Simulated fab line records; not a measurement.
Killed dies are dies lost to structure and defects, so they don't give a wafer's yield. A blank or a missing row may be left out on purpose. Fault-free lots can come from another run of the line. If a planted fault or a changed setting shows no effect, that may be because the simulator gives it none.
3 desks, one fault | flow n5Finfet | each desk holds nothing but its own numbers, with what lay behind them at the end

## FOR THE TOOL OWNER'S DESK: lithoTrack-05
The tool's own readings at N5_GATE_CUT_COAT_07 (resist thk 30 nm): means of the sampled wafers that have a number, for each lot that ran on this tool. Marked OUT: a lot whose mean sits more than 4 standard deviations from the usual mean, which makes it out of limits; the brackets give that distance.
Columns: A = dispensePressureKPa at N5_GATE_CUT_COAT_07, usual 45 kPa; B = exhaustPa at N5_GATE_CUT_COAT_07, usual 44.8 Pa; C = spinSpeedRpm at N5_GATE_CUT_COAT_07, usual 1500.0 rpm
lot  | first seen here | A  | B    | C
L239 | day 4 10:01     | 41 | 45.0 | 1499.1
L257 | day 8 21:42     | 41 | 44.5 | 1366.0 (-99 or more) OUT
L261 | day 10 00:23    | 41 | 44.8 | 1367.0 (-99 or more) OUT
This desk's verdict: out of limits on L257, L261, starting with L257 at day 8 21:42 (spinSpeedRpm at N5_GATE_CUT_COAT_07). L239: within limits.

## FROM THE METROLOGY DESK
What the gauges read for every lot (on any tool): the sampled wafers with a number, averaged. Marked OUT: a lot whose mean sits more than 4 standard deviations from the usual mean, which makes it out of limits; the brackets give that distance. Of its 12 readings 7 are shown: those that lie furthest out on some lot.
Columns: A = GATE_CUT_OVL at N5_GATE_CUT_OVL_MEAS_14, usual -0.1 nm; B = DIBL_N at N5_BEOL_M4_RC_MEAS_101, usual 36.5 mV/V; C = DIBL_P at N5_BEOL_M4_RC_MEAS_101, usual 36.9 mV/V; D = IOFF_N at N5_BEOL_M4_RC_MEAS_101, usual 0.163 nA/um; E = IOFF_P at N5_BEOL_M4_RC_MEAS_101, usual 0.22 nA/um; F = ION_P at N5_BEOL_M4_RC_MEAS_101, usual 462 uA/um; G = VT_P at N5_BEOL_M4_RC_MEAS_101, usual -250 mV
lot  | first seen here | A    | B    | C    | D     | E    | F   | G
L239 | day 4 10:17     | -0.1 | 35.7 | 35.5 | 0.156 | 0.19 | 456 | -252
L248 | day 6 19:03     | -0.1 | 35.2 | 37.0 | 0.147 | 0.18 | 453 | -255
L256 | day 8 19:33     | 0.9  | 36.5 | 38.4 | 0.173 | 0.22 | 464 | -250
L257 | day 8 21:58     | 0.6  | 38.2 | 39.0 | 0.169 | 0.21 | 459 | -253
L259 | day 9 11:16     | 0.1  | 34.7 | 36.3 | 0.135 | 0.17 | 451 | -255
L261 | day 10 00:46    | 0.3  | 37.3 | 36.2 | 0.149 | 0.20 | 457 | -251
This desk's verdict: no lot among the 6 shows anything out of limits.

## THE DEFECT DESK
Counts from the inspections along the route, per lot, as means over the sampled wafers that have a number. Marked OUT: a lot whose mean sits more than 4 standard deviations from the usual mean, which makes it out of limits; the brackets give that distance.
Columns: A = rawDefectCount at N5_GATE_CUT_INSPECT_15, usual 122
lot  | first seen here | A
L239 | day 4 10:22     | 107
L248 | day 6 19:08     | 104
L256 | day 8 19:38     | 104
L257 | day 8 22:04     | 152
L259 | day 9 11:21     | 107
L261 | day 10 00:52    | 83
This desk's verdict: no lot among the 6 shows anything out of limits.

## BROUGHT TOGETHER
On L257, L261, at day 8 21:42, an alarm was possible from the tool owner's desk.
Nothing out of limits was seen by the metrology desk.
Nothing out of limits was seen by the defect desk.
The metrology desk has L257, L261 on record, within its limits.
The defect desk has L257, L261 on record, within its limits.
N5_GATE_CUT_COAT_07 was run on lithoTrack-05 by each of the lots named.

## WHAT THE SIMULATOR PUT IN
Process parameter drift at N5_GATE_CUT_COAT_07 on lithoTrack-05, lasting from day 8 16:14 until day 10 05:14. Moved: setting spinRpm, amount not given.
Struck lots among those shown: L257, L261.
How many hours passed from the start of the fault until each desk's first out-of-limits reading: the tool owner's desk, 5.
